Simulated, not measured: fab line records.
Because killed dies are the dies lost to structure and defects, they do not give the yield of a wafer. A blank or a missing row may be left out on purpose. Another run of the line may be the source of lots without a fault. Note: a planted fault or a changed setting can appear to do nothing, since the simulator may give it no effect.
Comparing a struck lot with a sound one | flow n5Finfet | 44 out of 1938 route steps
Sound: these wafers, L994.4, L994.5, L994.6. Wafers L108.2, L108.3, L108.4 were the ones struck. The cause is given at the end.
Each step with rows lists, per side, the tool, then ch with its chambers, then its first start. Under that, the readings that differ: sound wafers | struck wafers | difference of the means | sigmas: that difference in standard deviations of wafers without a fault.
alike: readings with means less than 2 such deviations apart, plus words and numbers identical on both sides. not compared: withheld readings, readings lacking a value on some wafer, bounds such as >300 that could conceal the same value, and numbers that have no deviation in the record and whose values overlap.
The two part at a step that has a row with sigmas, a row that says differs or no value, or rows on one side only. Numbers that have no deviation but don't overlap get no sigmas and don't part them. A reading that every wafer of one side lacks parts them only if that side has two wafers or more.

first, 3 steps without rows for these wafers: N5_BEOL_M2_EXPOSE_25 (exposes mask V1, defocus 5 nm); N5_BEOL_M2_PEB_26 (peb time 60 s); N5_BEOL_M2_DEVELOP_27 (develop time 30 s).
N5_BEOL_M2_CD_MEAS_28: target cd 26.2 nm, target cd y 24.1 nm.
  sound on cdSem-01 ch 0, day 6 19:05; struck on cdSem-01 ch 0, day 10 05:56
  alike: cdNm
N5_BEOL_M2_OVL_MEAS_29:
  sound on overlay-01 ch 0, day 6 19:08; struck on overlay-02 ch 0, day 10 05:58
  alike: V1_OVL
N5_BEOL_M2_INSPECT_30: inspects for defects (brightfield).
  sound on defectInspect-01, day 6 19:11; struck on defectInspect-01, day 10 06:01
  alike: rawDefectCount
then, 2 steps without rows for these wafers: N5_BEOL_M2_DESCUM_33 (chemistry O2, time 7 s); N5_BEOL_M2_ETCH_77 (etches underlayer in N2/H2, target depth 6.5 nm, time 5.2 s).
N5_BEOL_M2_ETCH_69: etches SiARC in CF4, target depth 15.6 nm, time 26 s.
  sound on rieDiel-02 ch 0,3, day 6 19:32; struck on rieDiel-02 ch 0,2,3, day 10 06:29
  alike: drypumpMotorCurrentA, etchRfOnTimeS, oesProductAu, rfVppV, showerheadPlenumPTorr, throttleValvePct
  not compared: rfHoursCounterH
then, 3 steps without rows for these wafers: N5_BEOL_M2_ALD_98 (deposits SiO2, target thk 2.5 nm, pulse time 1 s, co reactant pulse time 1 s); N5_BEOL_M2_ETCHBACK_99 (etches SiO2 in CHF3, target depth 5 nm, time 10.4 s); N5_BEOL_M2_ETCH_70 (etches SOC in N2/H2, target depth 80 nm, overetch 24 nm, time 130 s).
N5_BEOL_M2_STRIP_71: strips in N2/H2.
  sound on rieDiel-02 ch 0,2,3, day 6 19:55; struck on rieDiel-01 ch 1,2,3, day 10 08:15
then, 4 steps without rows for these wafers: N5_BEOL_M2_STRIP_78 (strips in N2/H2); N5_BEOL_M2_VIA_ETCH_34 (etches the open film in C4F6/O2, target depth 69.4 nm, time 65.9 s); N5_BEOL_M2_STRIP_83 (strips in C4F6/O2); N5_BEOL_M2_STRIP_36 (strips in N2/H2).
N5_BEOL_M2_TRENCH_ETCH_37: etches SiOC in C4F6/O2, target depth 55.555 nm, time 29.2 s.
  sound: rieDiel-02 ch 0,2,3; struck: rieDiel-01 ch 1,2,3
  alike: drypumpMotorCurrentA, oesProductAu, rfVppV, showerheadPlenumPTorr, throttleValvePct
  not compared: rfHoursCounterH
N5_BEOL_M2_ETCH_41: etches SiCN in CH3F/O2, target depth 29.9 nm, time 52.5 s.
  sound: rieDiel-02 ch 0,2,3; struck: rieDiel-01 ch 1,2,3
  alike: drypumpMotorCurrentA, oesProductAu, rfVppV, showerheadPlenumPTorr, throttleValvePct
  not compared: rfHoursCounterH
then, 1 step without rows for these wafers: N5_BEOL_M2_STRIP_97 (strips in N2/H2, time 10 s).
N5_BEOL_M2_OCD_MEAS_38:
  sound on ocd-01, day 6 20:11; struck on ocd-02, day 10 08:32
  alike: trenchDepthNm
then, 4 steps without rows for these wafers: N5_BEOL_M2_HM_STRIP_39 (strips TiN in peroxide tin strip, target depth 25 nm, time 158 s); N5_BEOL_M2_SRD_40 (time 30 s); N5_BEOL_M2_PRECLEAN_42 (cleans in residue remover, time 60 s); N5_BEOL_M2_SRD_43 (time 30 s).
N5_BEOL_M2_CD_MEAS_35: target cd 18 nm, target cd y 22.2 nm.
  sound on cdSem-01, day 6 20:20; struck on cdSem-01, day 10 08:47
  alike: cdNm
then, 11 steps without rows for these wafers: N5_BEOL_M2_DEGAS_44 (time 60 s); N5_BEOL_M2_PRE_CLEAN_45 (time 30 s); N5_BEOL_M2_ALD_84 (deposits TaN, pulse time 2 s, purge time 3 s, co reactant purge time 2 s); N5_BEOL_M2_SURFACE_TREAT_85; N5_BEOL_M2_CVD_47 (deposits Co from CCTBA/H2, target thk 3 nm, time 223.8 s); N5_BEOL_M2_SPUTTER_48 (material Cu, target thk 4.5 nm, time 8.29 s); N5_BEOL_M2_ANNEAL_49 (time 240 s); N5_BEOL_M2_SPUTTER_79 (material Cu, target thk 4.5 nm, time 8.29 s); N5_BEOL_M2_ANNEAL_80 (time 240 s); N5_BEOL_M2_SPUTTER_81 (material Cu, target thk 4.5 nm, time 8.29 s); N5_BEOL_M2_ANNEAL_82 (time 240 s).
N5_BEOL_M2_SPUTTER_86: material Cu, target thk 4.5 nm, time 8.29 s.
  sound on pvdSputter-02, day 6 23:13; struck on pvdSputter-03, day 10 10:54
  alike: chuckGasFlowSccm, throttleValvePct
then, 1 step without rows for these wafers: N5_BEOL_M2_ANNEAL_87 (time 240 s).
N5_BEOL_M2_SPUTTER_88: material Cu, target thk 4.5 nm, time 8.29 s.
  sound on pvdSputter-02, day 6 23:26; struck on pvdSputter-03, day 10 11:07
  alike: chuckGasFlowSccm, throttleValvePct
then, 2 steps without rows for these wafers: N5_BEOL_M2_ANNEAL_89 (time 240 s); N5_BEOL_M2_SPUTTER_90 (material Cu, target thk 4.5 nm, time 8.29 s).
-- a jump in the record: the struck wafers' starts before and after are 5 days apart (it breaks off in module BEOL_M2 and resumes in module MIM_TOP_LITHO, where the first step shown is number 1850 of the route) --
N5_MIM_TOP_LITHO_DESCUM_10: chemistry O2, time 7.9 s.
  sound on rieDiel-02 ch 0,2,3, day 11 18:50; struck on rieDiel-01 ch 1,2,3, day 15 09:09
reading             | sound | struck     | difference                   | sigmas
rfHoursCounterH (h) | - - - | 107 94 239 | no value on the sound wafers | 
  alike: drypumpMotorCurrentA, oesProductAu, rfVppV, showerheadPlenumPTorr, throttleValvePct
  not compared: model.MIM_TOP_LITHO.cdNm
N5_PASSIVATION_PROBE_49:
  sound on prober-02, day 12 04:07; struck on prober-01, day 15 18:16
  alike: defectLimitedYield, killed_at_M0_to_M3, killed_at_M4_up, killedAtContacts, killedAtFrontEnd, killedAtOther, killedDies, killedOnRim, killedOpen, killedShort, sort_bin_5_function, sort_bin_6_memory, sortNPass, sortYieldPct

== WHERE THEY PART ==
N5_MIM_TOP_LITHO_DESCUM_10 only, going by this record. Later steps at which nothing parts them and some readings are alike: N5_PASSIVATION_PROBE_49.

WHY: what had been put in by the simulator
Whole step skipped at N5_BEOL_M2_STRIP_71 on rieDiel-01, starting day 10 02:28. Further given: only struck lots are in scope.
